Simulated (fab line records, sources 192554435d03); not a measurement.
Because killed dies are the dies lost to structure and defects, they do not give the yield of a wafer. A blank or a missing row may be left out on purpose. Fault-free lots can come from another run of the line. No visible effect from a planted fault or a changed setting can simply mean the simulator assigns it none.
fab line records + flow n5Finfet
record
- lots=7
- wafers=21
route steps=1938 shown BEOL_M3@950 BEOL_M4@1047 BEOL_M5@1116
startH: hours from the record's opening day to when the first of the lot's shown wafers began + waitH: hours elapsed since this lot's preceding step + " identical to the entry in the row above + L1.1+2: a row that stands for several wafers + - value missing, or start not given + * or withheld: withheld + < > ~ a bound
route shown NAME@n: names a module that has steps shown in the file, with the first one's number in the route + usual: mean/standard deviation taken from wafers without a fault + same: alike in all rows + chamber/n: place in a boat + sites: per-site readings + _std_site: standard deviation of those values + _edge_site: inner sites' mean taken away from outer sites' mean + radiusMm: how far each site lies from the wafer's centre + mask NAME#n: copy n + behind: the most recent tool/chamber to have shaped the wafer + hold: why the lot was held/for how many hours/how that ended + device: the transistor (n, p or np) that didn't switch + end of line: tests run on the same wafers once the route is complete + where a step has no rows: the recipe by itself + killed: dies lost to structure and defects at the first sort, not the wafer's yield + map: the dies of a wafer, with x for killed, . for not killed, _ for no die there
set.NAME: the setting that was run; set.NAME@STEP: the one run at that earlier step + model.NAME: the simulator's own value behind a step, which no gauge read
lots run with intentionally changed settings; tables by step, rows by wafer
## steps
# step N5_BEOL_M3_ETCH_64
# recipe
- chemistry=N2/H2
- target=SOC
- targetDepthA=750
- overetchA=150
- maskMaterial=SiARC
- tempC=40
- timeS=112.5
- ionEnergyEv=200
- pressureMtorr=30
- sourceW=840
- biasW=150
- n2FlowSccm=200
- h2FlowSccm=200
| lot.wafer | tool       | chamber | startH | waitH | set.timeS | model.SiARC_of_BEOL_M3_COAT_62.thkNm |
|-----------|------------|---------|--------|-------|-----------|--------------------------------------|
| L075.1+3  | rieDiel-02 | 2,0     | 155.76 | 0.0   | 112.5     | 7                                    |
| L075.4    | "          | 3       | "      | "     | 112.5     | 6.8                                  |
| L076.1    | rieDiel-06 | 3       | 163.94 | 0.0   | 112.5     | 7                                    |
| L076.2+6  | "          | 0,2     | "      | "     | 96.79     | 7.6                                  |
| L081.1+3  | rieDiel-05 | 1,0     | 186.61 | 0.0   | 112.5     | 6.8                                  |
| L081.6    | "          | 0       | "      | "     | 119.3     | 6.6                                  |
| L083.1+3  | rieDiel-05 | 2,3     | 201.13 | 0.0   | 112.5     | 7                                    |
| L083.4    | "          | 1       | "      | "     | 112.5     | 6.8                                  |
| L086.1    | rieDiel-02 | 3       | 214.32 | 0.0   | 130.7     | 5.8                                  |
| L086.3    | "          | 2       | "      | "     | 112.5     | 7                                    |
| L086.5    | "          | 2       | "      | "     | 130.7     | 6.2                                  |
| L095.2    | rieDiel-05 | 0       | 277.48 | 0.0   | 137.3     | 5.8                                  |
| L095.5    | "          | 3       | "      | "     | 112.5     | 7                                    |
| L095.6    | "          | 2       | "      | "     | 112.5     | 6.8                                  |
| L096.2+6  | rieDiel-02 | 0,3     | 278.19 | 0.0   | 112.5     | 6.8                                  |
| L096.3    | "          | 3       | "      | "     | 92.98     | 7.6                                  |
# step N5_BEOL_M3_STRIP_65
# recipe
- chemistry=N2/H2
- tempC=40
- n2FlowSccm=200
- h2FlowSccm=200
- rfFrequencyHz=6e+07
# step N5_BEOL_M3_STRIP_75
# recipe
- chemistry=N2/H2
- tempC=40
- n2FlowSccm=200
- h2FlowSccm=200
- rfFrequencyHz=6e+07
# step N5_BEOL_M3_STRIP_66
# recipe
- chemistry=CF4
- resist=SiARC
- powerW=300
- biasPowerW=75
- pressureMtorr=50
- cf4FlowSccm=150
- rfFrequencyHz=6e+07
# step N5_BEOL_M3_HM_OPEN_17
# recipe
- chemistry=Cl2/BCl3
- targetDepthA=200
- overetchA=60
- target=TiN
- maskMaterial=SOC
- ionEnergyEv=150
- pressureMtorr=10
- icpW=1000
- biasW=126
- Cl2_flow_sccm=53.25
- bcl3FlowSccm=21.75
- Ar_flow_sccm=25
| lot.wafer | tool        | chamber | startH | waitH | set.timeS@BEOL_M3_ETCH_64 | model.etch.depthNm |
|-----------|-------------|---------|--------|-------|---------------------------|--------------------|
| L075.1    | rieMetal-01 | 1       | 155.93 | 0.0   | 112.5                     | 19.79              |
| L075.3    | "           | 1       | "      | "     | 112.5                     | 19.83              |
| L075.4    | "           | 0       | "      | "     | 112.5                     | 19.7               |
| L076.1    | rieMetal-02 | 0       | 164.11 | 0.0   | 112.5                     | 20.36              |
| L076.2    | "           | 1       | "      | "     | 96.79                     | 20.33              |
| L076.6    | "           | 0       | "      | "     | 96.79                     | 20.36              |
| L081.1    | rieMetal-03 | 0       | 186.78 | 0.0   | 112.5                     | 19.66              |
| L081.3    | "           | 1       | "      | "     | 112.5                     | 19.65              |
| L081.6    | "           | 0       | "      | "     | 119.3                     | 19.16              |
| L083.1    | rieMetal-01 | 1       | 201.30 | 0.0   | 112.5                     | 20.31              |
| L083.3    | "           | 1       | "      | "     | 112.5                     | 20.1               |
| L083.4    | "           | 0       | "      | "     | 112.5                     | 20.18              |
| L086.1    | rieMetal-03 | 0       | 214.49 | 0.0   | 130.7                     | 18.66              |
| L086.3    | "           | 0       | "      | "     | 112.5                     | 20.19              |
| L086.5    | "           | 1       | "      | "     | 130.7                     | 18.44              |
| L095.2    | rieMetal-02 | 1       | 277.65 | 0.0   | 137.3                     | 17.67              |
| L095.5    | "           | 0       | "      | "     | 112.5                     | 19.97              |
| L095.6    | "           | 1       | "      | "     | 112.5                     | 20.11              |
| L096.2    | rieMetal-03 | 1       | 278.36 | 0.0   | 112.5                     | 19.99              |
| L096.3    | "           | 1       | "      | "     | 92.98                     | 19.82              |
| L096.6    | "           | 0       | "      | "     | 112.5                     | 19.97              |
# step N5_BEOL_M3_COAT_67
# recipe
- resist=SOC
- tempC=250
- timeS=60
- spinRpm=1500
- resistThkNm=60
| lot.wafer  | tool          | chamber | startH | waitH | set.spinRpm | model.SOC_of_BEOL_M3_COAT_67.thkNm |
|------------|---------------|---------|--------|-------|-------------|------------------------------------|
| L075.1+3   | lithoTrack-01 | 0       | 156.15 | 0.0   | 1627        | 57.6                               |
| L075.4     | "             | 0       | "      | "     | 1500        | 60                                 |
| L076.1+6   | lithoTrack-02 | 0       | 164.38 | 0.0   | 1500        | 60.2                               |
| L076.2     | "             | 0       | "      | "     | 1375        | 62.8                               |
| L081.1+6   | lithoTrack-01 | 0       | 186.99 | 0.0   | 1500        | 60.2                               |
| L081.3     | "             | 0       | "      | "     | 1500        | 60                                 |
| L083.1+3+4 | lithoTrack-02 | 0       | 201.52 | 0.0   | 1500        | 60                                 |
| L086.1     | lithoTrack-01 | 0       | 214.70 | 0.0   | 1500        | 60                                 |
| L086.3+5   | "             | 0       | "      | "     | 1500        | 60.2                               |
| L095.2+5   | lithoTrack-01 | 0       | 277.95 | 0.0   | 1650        | 57.2                               |
| L095.6     | "             | 0       | "      | "     | 1500        | 60                                 |
| L096.2     | lithoTrack-02 | 0       | 278.59 | 0.0   | 1500        | 60                                 |
| L096.3     | "             | 0       | "      | "     | 1500        | 59.8                               |
| L096.6     | "             | 0       | "      | "     | 1404        | 62                                 |
# step N5_BEOL_M3_COAT_68
# recipe
- resist=SiARC
- tempC=220
- timeS=60
- spinRpm=1500
- resistThkNm=12
# step N5_BEOL_M3_COAT_76
# recipe
- resist=underlayer
- tempC=205
- timeS=60
- spinRpm=1500
- resistThkNm=5
# step N5_BEOL_M3_ALD_98
# recipe
- material=SiO2
- targetThkA=25
- tempC=100
- aldPrecursorFamily=BDEAS
- aldCoReactant=O2-plasma
- pulseTimeS=1
- coReactantPulseTimeS=1
- purgeTimeS=2
- coReactantPurgeTimeS=2
- aldCycles=17
- pressureTorr=2
# step N5_BEOL_M3_ETCHBACK_99
# recipe
- chemistry=CHF3
- target=SiO2
- targetDepthA=50
- timeS=10.4
- sourceW=215
- biasW=47
- Ar_flow_sccm=200
- CHF3_flow_sccm=12
- ionEnergyEv=100
- pressureMtorr=30
# step N5_BEOL_M3_ETCH_70
# recipe
- chemistry=N2/H2
- target=SOC
- targetDepthA=800
- overetchA=160
- maskMaterial=SiARC
- tempC=40
- timeS=120
- ionEnergyEv=200
- pressureMtorr=30
- sourceW=840
- biasW=150
- n2FlowSccm=200
- h2FlowSccm=200
| lot.wafer | tool       | chamber | startH | waitH | set.spinRpm@BEOL_M3_COAT_67 | model.etch.depthNm |
|-----------|------------|---------|--------|-------|-----------------------------|--------------------|
| L075.1    | rieDiel-06 | 1       | 158.20 | 0.0   | 1627                        | 57.6               |
| L075.3    | "          | 3       | "      | "     | 1627                        | 57.55              |
| L075.4    | "          | 2       | "      | "     | 1500                        | 60                 |
| L076.1    | rieDiel-02 | 0       | 166.22 | 0.0   | 1500                        | 60.14              |
| L076.2    | "          | 2       | "      | "     | 1375                        | 62.85              |
| L076.6    | "          | 1       | "      | "     | 1500                        | 60.19              |
| L081.1    | rieDiel-06 | 3       | 197.44 | 0.0   | 1500                        | 60.13              |
| L081.3    | "          | 0       | "      | "     | 1500                        | 60.04              |
| L081.6    | "          | 1       | "      | "     | 1500                        | 60.22              |
| L083.1    | rieDiel-06 | 2       | 202.43 | 0.0   | 1500                        | 59.92              |
| L083.3    | "          | 1       | "      | "     | 1500                        | 59.98              |
| L083.4    | "          | 0       | "      | "     | 1500                        | 59.91              |
| L086.1    | rieDiel-02 | 2       | 216.79 | 0.0   | 1500                        | 59.97              |
| L086.3+5  | "          | 1,0     | "      | "     | 1500                        | 60.19              |
| L096.2    | rieDiel-02 | 1       | 286.91 | 0.0   | 1500                        | 60.01              |
| L096.3    | "          | 3       | "      | "     | 1500                        | 59.87              |
| L096.6    | "          | 2       | "      | "     | 1404                        | 61.94              |
| L095.2    | rieDiel-05 | 2       | 287.15 | 0.0   | 1650                        | 57.13              |
| L095.5    | "          | 3       | "      | "     | 1650                        | 57.12              |
| L095.6    | "          | 0       | "      | "     | 1500                        | 59.92              |
# step N5_BEOL_M3_TRENCH_ETCH_37
# recipe
- chemistry=C4F6/O2
- targetDepthA=555.55
- target=SiOC
- timeS=29.2
- ionEnergyEv=250
- pressureMtorr=30
- sourceW=355
- biasW=185
- Ar_flow_sccm=300
- C4F6_flow_sccm=10
- O2_flow_sccm=10
| lot.wafer | tool       | chamber | startH | waitH | set.timeS | model.BEOL_M3.featureDepthNm | model.etch.depthNm | model.TiN_of_BEOL_M3_HM_DEP_02.thkNm |
|-----------|------------|---------|--------|-------|-----------|------------------------------|--------------------|--------------------------------------|
| L075.1    | rieDiel-06 | 1       | -      | -     | 29.2      | 54.8                         | 54.83              | 17.4                                 |
| L075.3    | "          | 3       | "      | "     | 29.2      | 55.4                         | 55.33              | 17.6                                 |
| L075.4    | "          | 2       | "      | "     | 23.6      | 43.8                         | 43.85              | 17.8                                 |
| L076.1    | rieDiel-02 | 0       | -      | -     | 29.2      | 55.2                         | 55.11              | 18                                   |
| L076.2    | "          | 2       | "      | "     | 24.65     | 46.4                         | 46.42              | 18.4                                 |
| L076.6    | "          | 1       | "      | "     | 24.65     | 46.4                         | 46.46              | 18.4                                 |
| L081.1    | rieDiel-06 | 3       | -      | -     | 24.45     | 46.6                         | 46.52              | 17.8                                 |
| L081.3    | "          | 0       | "      | "     | 24.45     | 47.4                         | 47.43              | 17.6                                 |
| L081.6    | "          | 1       | "      | "     | 29.2      | 55.4                         | 55.41              | 17.4                                 |
| L083.1    | rieDiel-06 | 2       | -      | -     | 29.2      | 55.4                         | 55.5               | 18                                   |
| L083.3    | "          | 1       | "      | "     | 29.2      | 55.2                         | 55.2               | 17.8                                 |
| L083.4    | "          | 0       | "      | "     | 29.2      | 56.2                         | 56.14              | 17.8                                 |
| L086.1    | rieDiel-02 | 2       | -      | -     | 22.69     | 42.2                         | 42.3               | 18.6                                 |
| L086.3    | "          | 1       | "      | "     | 29.2      | 56                           | 56.03              | 17.8                                 |
| L086.5    | "          | 0       | "      | "     | 29.2      | 55.2                         | 55.26              | 17.8                                 |
| L096.2    | rieDiel-02 | 1       | -      | -     | 24.22     | 45.8                         | 45.78              | 18                                   |
| L096.3    | "          | 3       | "      | "     | 29.2      | 55.2                         | 55.19              | 17.4                                 |
| L096.6    | "          | 2       | "      | "     | 24.22     | 45.2                         | 45.23              | 18                                   |
| L095.2    | rieDiel-05 | 2       | -      | -     | 32.04     | 59.8                         | 59.75              | 17.6                                 |
| L095.5    | "          | 3       | "      | "     | 29.2      | 54.2                         | 54.18              | 17.8                                 |
| L095.6    | "          | 0       | "      | "     | 29.2      | 55                           | 54.96              | 17.8                                 |
# step N5_BEOL_M3_ETCH_41
# recipe
- chemistry=CH3F/O2
- target=SiCN
- targetDepthA=299
- taperDeg=2
- timeS=52.5
- ionEnergyEv=120
- maskMaterial=TiN
- pressureMtorr=30
- sourceW=395
- biasW=75
- Ar_flow_sccm=150
- CH3F_flow_sccm=30
- O2_flow_sccm=20
| lot.wafer | tool       | chamber | startH | waitH | set.targetDepthA | model.etch.depthNm |
|-----------|------------|---------|--------|-------|------------------|--------------------|
| L075.1    | rieDiel-06 | 1       | -      | -     | 299              | 19.46              |
| L075.3    | "          | 3       | "      | "     | 313.4            | 20.59              |
| L075.4    | "          | 2       | "      | "     | 313.4            | 20.49              |
| L076.1    | rieDiel-02 | 0       | -      | -     | 299              | 19.67              |
| L076.2+6  | "          | 2,1     | "      | "     | 299              | 19.7               |
| L081.1    | rieDiel-06 | 3       | -      | -     | 299              | 19.7               |
| L081.3    | "          | 0       | "      | "     | 299              | 20.08              |
| L081.6    | "          | 1       | "      | "     | 299              | 19.71              |
| L083.1    | rieDiel-06 | 2       | -      | -     | 299              | 19.56              |
| L083.3    | "          | 1       | "      | "     | 299              | 19.7               |
| L083.4    | "          | 0       | "      | "     | 299              | 19.84              |
| L086.1    | rieDiel-02 | 2       | -      | -     | 271.2            | 17.79              |
| L086.3    | "          | 1       | "      | "     | 271.2            | 18.26              |
| L086.5    | "          | 0       | "      | "     | 271.2            | 18.16              |
| L096.2    | rieDiel-02 | 1       | -      | -     | 299              | 19.73              |
| L096.3    | "          | 3       | "      | "     | 299              | 19.95              |
| L096.6    | "          | 2       | "      | "     | 299              | 19.66              |
| L095.2    | rieDiel-05 | 2       | -      | -     | 299              | 19.5               |
| L095.5    | "          | 3       | "      | "     | 299              | 19.46              |
| L095.6    | "          | 0       | "      | "     | 286.2            | 18.89              |
# step N5_BEOL_M3_STRIP_97
# recipe
- chemistry=N2/H2
- timeS=10
- powerW=450
- tempC=40
- pressureMtorr=20
- rfFrequencyHz=6e+07
- biasPowerW=7
- n2FlowSccm=200
- h2FlowSccm=200
# step N5_BEOL_M3_OCD_MEAS_38
# usual
- trenchDepthNm=55.1/0.75
| lot.wafer | tool   | chamber | startH | waitH | set.timeS@BEOL_M3_TRENCH_ETCH_37 | trenchDepthNm |
|-----------|--------|---------|--------|-------|----------------------------------|---------------|
| L075.1    | ocd-02 | -       | 158.56 | -     | 29.2                             | 54.3          |
| L075.3    | "      | -       | "      | "     | 29.2                             | 55.9          |
| L075.4    | "      | -       | "      | "     | 23.6                             | 43.5          |
| L076.1    | ocd-02 | -       | 166.57 | -     | 29.2                             | 55.1          |
| L076.2    | "      | -       | "      | "     | 24.65                            | 46.5          |
| L076.6    | "      | -       | "      | "     | 24.65                            | 46.7          |
| L081.1    | ocd-01 | -       | 197.79 | -     | 24.45                            | 46.7          |
| L081.3    | "      | -       | "      | "     | 24.45                            | 47.0          |
| L081.6    | "      | -       | "      | "     | 29.2                             | 55.2          |
| L083.1    | ocd-01 | -       | 202.78 | -     | 29.2                             | 55.4          |
| L083.3    | "      | -       | "      | "     | 29.2                             | 55.4          |
| L083.4    | "      | -       | "      | "     | 29.2                             | 56.1          |
| L086.1    | ocd-01 | -       | 217.14 | -     | 22.69                            | 41.8          |
| L086.3    | "      | -       | "      | "     | 29.2                             | 55.7          |
| L086.5    | "      | -       | "      | "     | 29.2                             | 55.5          |
| L096.2    | ocd-02 | -       | 287.27 | -     | 24.22                            | 45.8          |
| L096.3    | "      | -       | "      | "     | 29.2                             | 55.1          |
| L096.6    | "      | -       | "      | "     | 24.22                            | 44.8          |
| L095.2    | ocd-02 | -       | 287.50 | -     | 32.04                            | 60.1          |
| L095.5    | "      | -       | "      | "     | 29.2                             | 53.9          |
| L095.6    | "      | -       | "      | "     | 29.2                             | 55.2          |
# step N5_BEOL_M4_COAT_67
# recipe
- resist=SOC
- tempC=250
- timeS=60
- spinRpm=1500
- resistThkNm=60
| lot.wafer | tool          | chamber | startH | waitH | set.spinRpm | model.SOC_of_BEOL_M4_COAT_67.thkNm |
|-----------|---------------|---------|--------|-------|-------------|------------------------------------|
| L075.1    | lithoTrack-05 | 0       | 165.80 | 0.0   | 1432        | 61.4                               |
| L075.3    | "             | 0       | "      | "     | 1500        | 60                                 |
| L075.4    | "             | 0       | "      | "     | 1432        | 61.6                               |
| L076.1    | lithoTrack-04 | 0       | 172.47 | 0.0   | 1500        | 59.8                               |
| L076.2    | "             | 0       | "      | "     | 1500        | 60                                 |
| L076.6    | "             | 0       | "      | "     | 1543        | 59.2                               |
| L081.1+6  | lithoTrack-02 | 0       | 203.95 | 0.0   | 1500        | 59.8                               |
| L081.3    | "             | 0       | "      | "     | 1500        | 60                                 |
| L083.1+3  | lithoTrack-04 | 0       | 208.33 | 0.0   | 1500        | 60                                 |
| L083.4    | "             | 0       | "      | "     | 1500        | 60.2                               |
| L086.1    | lithoTrack-04 | 0       | 222.90 | 0.0   | 1599        | 58.4                               |
| L086.3+5  | "             | 0       | "      | "     | 1500        | 60.2                               |
| L096.2    | lithoTrack-04 | 0       | 294.74 | 0.0   | 1500        | 59.8                               |
| L096.3+6  | "             | 0       | "      | "     | 1583        | 58.4                               |
| L095.2+6  | lithoTrack-05 | 0       | 294.92 | 0.0   | 1500        | 60                                 |
| L095.5    | "             | 0       | "      | "     | 1434        | 61.4                               |
# step N5_BEOL_M4_DESCUM_33
# recipe
- chemistry=O2
- timeS=7
- sourcePowerW=50
- biasPowerW=20
- pressureMtorr=20
- rfFrequencyHz=2.712e+07
- tempC=40
- resist=CAR-EUV
- o2FlowSccm=225
| lot.wafer  | tool       | chamber | startH | waitH | set.timeS | model.CAR-EUV_of_BEOL_M4_COAT_22.thkNm |
|------------|------------|---------|--------|-------|-----------|----------------------------------------|
| L075.1+3   | rieDiel-04 | 2,0     | 166.33 | 0.0   | 7.909     | 25.6                                   |
| L075.4     | "          | 3       | "      | "     | 7         | 26.2                                   |
| L076.1+6   | rieDiel-03 | 0,1     | 173.00 | 0.0   | 7         | 26                                     |
| L076.2     | "          | 1       | "      | "     | 6.135     | 26.4                                   |
| L081.1+6   | rieDiel-03 | 0       | 204.39 | 0.1   | 7         | 26.2                                   |
| L081.3     | "          | 2       | "      | "     | 7         | 26.4                                   |
| L083.1+3+4 | rieDiel-01 | 0,2,1   | 208.74 | 0.0   | 7         | 26                                     |
| L086.1+3   | rieDiel-04 | 3,2     | 223.31 | 0.0   | 7.403     | 25.8                                   |
| L086.5     | "          | 0       | "      | "     | 7         | 26                                     |
| L096.2+6   | rieDiel-03 | 1,0     | 295.14 | 0.0   | 7         | 25.8                                   |
| L096.3     | "          | 2       | "      | "     | 7         | 26                                     |
| L095.2+5+6 | rieDiel-01 | 3,0,3   | 295.64 | 0.3   | 7         | 26.2                                   |
# step N5_BEOL_M4_ETCH_77
# recipe
- chemistry=N2/H2
- target=underlayer
- targetDepthA=65
- maskMaterial=CAR-EUV
- timeS=5.2
- ionEnergyEv=200
- pressureMtorr=30
- sourceW=840
- biasW=150
- n2FlowSccm=200
- h2FlowSccm=200
- ends=cleared
| lot.wafer  | tool       | chamber | startH | waitH | set.timeS@BEOL_M4_DESCUM_33 | model.CAR-EUV_of_BEOL_M4_COAT_22.thkNm |
|------------|------------|---------|--------|-------|-----------------------------|----------------------------------------|
| L075.1+3   | rieDiel-04 | 2,0     | 166.37 | 0.0   | 7.909                       | 20                                     |
| L075.4     | "          | 3       | "      | "     | 7                           | 20.4                                   |
| L076.1+6   | rieDiel-03 | 0,1     | 173.03 | 0.0   | 7                           | 20.4                                   |
| L076.2     | "          | 1       | "      | "     | 6.135                       | 20.8                                   |
| L081.1     | rieDiel-03 | 0       | 204.43 | 0.0   | 7                           | 20.4                                   |
| L081.3+6   | "          | 2,0     | "      | "     | 7                           | 20.6                                   |
| L083.1+3   | rieDiel-01 | 0,2     | 208.78 | 0.0   | 7                           | 20.2                                   |
| L083.4     | "          | 1       | "      | "     | 7                           | 20.4                                   |
| L086.1     | rieDiel-04 | 3       | 223.35 | 0.0   | 7.403                       | 20.2                                   |
| L086.3     | "          | 2       | "      | "     | 7.403                       | 20                                     |
| L086.5     | "          | 0       | "      | "     | 7                           | 20.4                                   |
| L096.2+3+6 | rieDiel-03 | 1,2,0   | 295.17 | 0.0   | 7                           | 20.2                                   |
| L095.2+5+6 | rieDiel-01 | 3,0,3   | 295.68 | 0.0   | 7                           | 20.4                                   |
# step N5_BEOL_M4_ETCH_69
# recipe
- chemistry=CF4
- target=SiARC
- targetDepthA=156
- maskMaterial=CAR-EUV
- timeS=26
- ionEnergyEv=80
- pressureMtorr=40
- sourceW=545
- biasW=36
- Ar_flow_sccm=100
- cf4FlowSccm=100
- ends=cleared
| lot.wafer  | tool       | chamber | startH | waitH | set.timeS@BEOL_M4_DESCUM_33 | model.CAR-EUV_of_BEOL_M4_COAT_22.thkNm |
|------------|------------|---------|--------|-------|-----------------------------|----------------------------------------|
| L075.1+3   | rieDiel-04 | 2,0     | 166.38 | 0.0   | 7.909                       | 10.8                                   |
| L075.4     | "          | 3       | "      | "     | 7                           | 11.2                                   |
| L076.1     | rieDiel-03 | 0       | 173.05 | 0.0   | 7                           | 11.2                                   |
| L076.2     | "          | 1       | "      | "     | 6.135                       | 11.6                                   |
| L076.6     | "          | 1       | "      | "     | 7                           | 11                                     |
| L081.1+6   | rieDiel-03 | 0       | 204.45 | 0.0   | 7                           | 11.2                                   |
| L081.3     | "          | 2       | "      | "     | 7                           | 11.4                                   |
| L083.1+3+4 | rieDiel-01 | 0,2,1   | 208.80 | 0.0   | 7                           | 11                                     |
| L086.1     | rieDiel-04 | 3       | 223.36 | 0.0   | 7.403                       | 10.8                                   |
| L086.3     | "          | 2       | "      | "     | 7.403                       | 11                                     |
| L086.5     | "          | 0       | "      | "     | 7                           | 11.2                                   |
| L096.2+3+6 | rieDiel-03 | 1,2,0   | 295.19 | 0.0   | 7                           | 11                                     |
| L095.2+5+6 | rieDiel-01 | 3,0,3   | 295.69 | 0.0   | 7                           | 11.2                                   |
# step N5_BEOL_M4_ALD_98
# recipe
- material=SiO2
- targetThkA=25
- tempC=100
- aldPrecursorFamily=BDEAS
- aldCoReactant=O2-plasma
- pulseTimeS=1
- coReactantPulseTimeS=1
- purgeTimeS=2
- coReactantPurgeTimeS=2
- aldCycles=17
- pressureTorr=2
# step N5_BEOL_M4_ETCHBACK_99
# recipe
- chemistry=CHF3
- target=SiO2
- targetDepthA=50
- timeS=10.4
- sourceW=215
- biasW=47
- Ar_flow_sccm=200
- CHF3_flow_sccm=12
- ionEnergyEv=100
- pressureMtorr=30
# step N5_BEOL_M4_ETCH_70
# recipe
- chemistry=N2/H2
- target=SOC
- targetDepthA=800
- overetchA=240
- maskMaterial=SiARC
- tempC=40
- timeS=130
- ionEnergyEv=200
- pressureMtorr=30
- sourceW=840
- biasW=150
- n2FlowSccm=200
- h2FlowSccm=200
| lot.wafer | tool       | chamber | startH | waitH | set.spinRpm@BEOL_M4_COAT_67 | model.etch.depthNm |
|-----------|------------|---------|--------|-------|-----------------------------|--------------------|
| L075.1    | rieDiel-03 | 0       | 170.80 | 0.0   | 1432                        | 61.44              |
| L075.3    | "          | 3       | "      | "     | 1500                        | 59.92              |
| L075.4    | "          | 1       | "      | "     | 1432                        | 61.53              |
| L076.1    | rieDiel-03 | 0       | 174.95 | 0.0   | 1500                        | 59.86              |
| L076.2    | "          | 3       | "      | "     | 1500                        | 59.95              |
| L076.6    | "          | 3       | "      | "     | 1543                        | 59.11              |
| L081.1    | rieDiel-01 | 1       | 209.47 | 0.0   | 1500                        | 59.89              |
| L081.3    | "          | 2       | "      | "     | 1500                        | 60.02              |
| L081.6    | "          | 1       | "      | "     | 1500                        | 59.84              |
| L083.1    | rieDiel-03 | 2       | 213.29 | 0.0   | 1500                        | 60.01              |
| L083.3    | "          | 1       | "      | "     | 1500                        | 60.09              |
| L083.4    | "          | 0       | "      | "     | 1500                        | 60.24              |
| L086.1    | rieDiel-01 | 1       | 231.10 | 0.0   | 1599                        | 58.38              |
| L086.3    | "          | 3       | "      | "     | 1500                        | 60.12              |
| L086.5    | "          | 2       | "      | "     | 1500                        | 60.16              |
| L096.2    | rieDiel-01 | 3       | 299.90 | 0.0   | 1500                        | 59.84              |
| L096.3    | "          | 2       | "      | "     | 1583                        | 58.39              |
| L096.6    | "          | 1       | "      | "     | 1583                        | 58.37              |
| L095.2    | rieDiel-01 | 3       | 300.37 | 0.0   | 1500                        | 59.93              |
| L095.5    | "          | 1       | "      | "     | 1434                        | 61.48              |
| L095.6    | "          | 2       | "      | "     | 1500                        | 60.04              |
# step N5_BEOL_M5_HM_DEP_02
# recipe
- material=TiN
- targetThkA=200
- tempC=25
- chamberPressurePa=0.49996
| lot.wafer | tool          | chamber | startH | waitH | set.targetThkA | model.TiN_of_BEOL_M5_HM_DEP_02.thkNm |
|-----------|---------------|---------|--------|-------|----------------|--------------------------------------|
| L075.1+4  | pvdSputter-02 | -       | 178.16 | 1.1   | 200            | 20.2                                 |
| L075.3    | "             | -       | "      | "     | 175.5          | 17.8                                 |
| L076.1+6  | pvdSputter-02 | -       | 184.51 | 1.9   | 175.8          | 17.4                                 |
| L076.2    | "             | -       | "      | "     | 175.8          | 17.8                                 |
| L081.1    | pvdSputter-03 | -       | 217.22 | 1.3   | 181.6          | 18                                   |
| L081.3    | "             | -       | "      | "     | 200            | 20                                   |
| L081.6    | "             | -       | "      | "     | 200            | 20.2                                 |
| L083.1    | pvdSputter-02 | -       | 220.55 | 0.8   | 200            | 20.2                                 |
| L083.3+4  | "             | -       | "      | "     | 200            | 20                                   |
| L086.1    | pvdSputter-01 | -       | 238.28 | 0.3   | 200            | 20.4                                 |
| L086.3    | "             | -       | "      | "     | 200            | 20.2                                 |
| L086.5    | "             | -       | "      | "     | 189.1          | 19.2                                 |
| L096.2    | pvdSputter-01 | -       | 306.22 | 0.5   | 223.5          | 22.6                                 |
| L096.3+6  | "             | -       | "      | "     | 200            | 20                                   |
| L095.2    | pvdSputter-02 | -       | 309.73 | 2.0   | 175.7          | 17.8                                 |
| L095.5+6  | "             | -       | "      | "     | 200            | 20.4                                 |
## key
split
- step=N5_BEOL_M3_ETCH_64
- setting=timeS
- stated=112.5
- by=wafer
response
- step=N5_BEOL_M3_ETCH_64
- reading=model.SiARC_of_BEOL_M3_COAT_62.thkNm
- change=-0.0499
- per=1%
- r=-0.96
response
- step=N5_BEOL_M3_HM_OPEN_17
- reading=model.etch.depthNm
- shape=bent
- atLowest=19.82
- atStated=19.99
- atHighest=17.67
split
- step=N5_BEOL_M3_COAT_67
- setting=spinRpm
- stated=1500
- by=wafer
response
- step=N5_BEOL_M3_COAT_67
- reading=model.SOC_of_BEOL_M3_COAT_67.thkNm
- change=-0.296
- per=1%
- r=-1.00
response
- step=N5_BEOL_M3_ETCH_70
- reading=model.etch.depthNm
- change=-0.297
- per=1%
- r=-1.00
split
- step=N5_BEOL_M3_TRENCH_ETCH_37
- setting=timeS
- stated=29.2
- by=wafer
response
- step=N5_BEOL_M3_TRENCH_ETCH_37
- reading=model.BEOL_M3.featureDepthNm
- change=+0.572
- per=1%
- r=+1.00
response
- step=N5_BEOL_M3_TRENCH_ETCH_37
- reading=model.etch.depthNm
- change=+0.569
- per=1%
- r=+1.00
response
- step=N5_BEOL_M3_TRENCH_ETCH_37
- reading=model.TiN_of_BEOL_M3_HM_DEP_02.thkNm
- change=-0.0267
- per=1%
- r=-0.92
response
- step=N5_BEOL_M3_OCD_MEAS_38
- reading=trenchDepthNm
- change=+0.58
- per=1%
- r=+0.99
split
- step=N5_BEOL_M3_ETCH_41
- setting=targetDepthA
- stated=299
- by=wafer
response
- step=N5_BEOL_M3_ETCH_41
- reading=model.etch.depthNm
- change=+0.185
- per=1%
- r=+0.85
split
- step=N5_BEOL_M4_COAT_67
- setting=spinRpm
- stated=1500
- by=wafer
response
- step=N5_BEOL_M4_COAT_67
- reading=model.SOC_of_BEOL_M4_COAT_67.thkNm
- change=-0.283
- per=1%
- r=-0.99
response
- step=N5_BEOL_M4_ETCH_70
- reading=model.etch.depthNm
- change=-0.292
- per=1%
- r=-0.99
split
- step=N5_BEOL_M4_DESCUM_33
- setting=timeS
- stated=7
- by=wafer
response
- step=N5_BEOL_M4_DESCUM_33
- reading=model.CAR-EUV_of_BEOL_M4_COAT_22.thkNm
- change=-0.0392
- per=1%
- r=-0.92
response
- step=N5_BEOL_M4_ETCH_77
- reading=model.CAR-EUV_of_BEOL_M4_COAT_22.thkNm
- change=-0.0335
- per=1%
- r=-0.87
response
- step=N5_BEOL_M4_ETCH_69
- reading=model.CAR-EUV_of_BEOL_M4_COAT_22.thkNm
- change=-0.037
- per=1%
- r=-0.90
split
- step=N5_BEOL_M5_HM_DEP_02
- setting=targetThkA
- stated=200
- by=wafer
response
- step=N5_BEOL_M5_HM_DEP_02
- reading=model.TiN_of_BEOL_M5_HM_DEP_02.thkNm
- change=+0.212
- per=1%
- r=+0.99
